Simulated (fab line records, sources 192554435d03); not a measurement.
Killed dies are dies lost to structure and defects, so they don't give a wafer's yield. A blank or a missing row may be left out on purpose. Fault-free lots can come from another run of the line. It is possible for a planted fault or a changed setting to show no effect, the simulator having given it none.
Check for tools in common ; flow n5-finfet ; 10 lots, 30 wafers sampled

WHAT PROMPTED THE OPENING
At N5_SD_EPI_P_INSPECT_26 the reading raw-defect-count is flagged on 2 of 10 lots. No-fault wafers: 169, standard deviation 31.
Rule: a lot is flagged when every wafer of it that has a number lies more than 4 standard deviations from that mean, or none has a number. As for the other lots, they are considered sound.

lot;measured;on;raw-defect-count, wafer by wafer;flag
L172;day 4 01:01;defect-inspect-02;193 200 249;
L173;day 4 06:07;defect-inspect-02;198 159 167;
L178;day 5 11:43;defect-inspect-01;125 124 120;
L179;day 5 22:57;defect-inspect-01;142 166 129;
L180;day 6 05:55;defect-inspect-01;1474 1308 1398;FLAGGED
L181;day 6 15:29;defect-inspect-02;1512 1420 1426;FLAGGED
L189;day 8 06:04;defect-inspect-02;153 222 180;
L190;day 8 13:30;defect-inspect-02;200 192 170;
L191;day 8 18:10;defect-inspect-01;159 169 201;
L192;day 9 00:43;defect-inspect-01;171 165 196;
The numbers of the flagged lots are 1423 on average: +1254 against the usual, or +40 standard deviations.

EACH LOT AND THE TOOL IT RAN ON
The record keeps 1 process step preceding the reading, out of 1938 steps on the route. Cell contents, in order: the tool; ch with the chambers the sampled wafers went through; the start.
lot;flag;N5_SD_EPI_P_STRIP_50
L172;;rie-diel-06 ch 1,2, day 3 21:56
L173;;rie-diel-04 ch 2,3, day 4 02:13
L178;;rie-diel-02 ch 0,2,3, day 5 08:40
L179;;rie-diel-04 ch 0,1,2, day 5 19:03
L180;FLAGGED;rie-diel-04 ch 0,1,2, day 6 00:53
L181;FLAGGED;rie-diel-02 ch 1,2, day 6 10:21
L189;;rie-diel-04 ch 0,2,3, day 8 02:58
L190;;rie-diel-06 ch 0,2,3, day 8 09:34
L191;;rie-diel-04 ch 0,2,3, day 8 15:05
L192;;rie-diel-02 ch 0,2, day 8 21:39
These steps, and what they do:
- N5_SD_EPI_P_STRIP_50: strips in CHF3/O2.
- N5_SD_EPI_P_INSPECT_26: inspects for defects (darkfield).

FLAGGED AGAINST TOTAL, ONE TOOL AT A TIME (gauges that did the reading follow at the end)
step;tool;lots run;flagged;share of the flagged lots;sound lots run after its first flagged lot
N5_SD_EPI_P_STRIP_50;rie-diel-02;3;1;some;1 (L192)
N5_SD_EPI_P_STRIP_50;rie-diel-04;5;1;some;2 (L189,L191)
N5_SD_EPI_P_STRIP_50;rie-diel-06;2;0;none;-
N5_SD_EPI_P_INSPECT_26;defect-inspect-01;5;1;some;2 (L191,L192)
N5_SD_EPI_P_INSPECT_26;defect-inspect-02;5;1;some;2 (L189,L190)

THE TABLE: WHAT IT ALLOWS
No row of the table ran every flagged lot.

WHAT HAD BEEN PUT IN BY THE SIMULATOR
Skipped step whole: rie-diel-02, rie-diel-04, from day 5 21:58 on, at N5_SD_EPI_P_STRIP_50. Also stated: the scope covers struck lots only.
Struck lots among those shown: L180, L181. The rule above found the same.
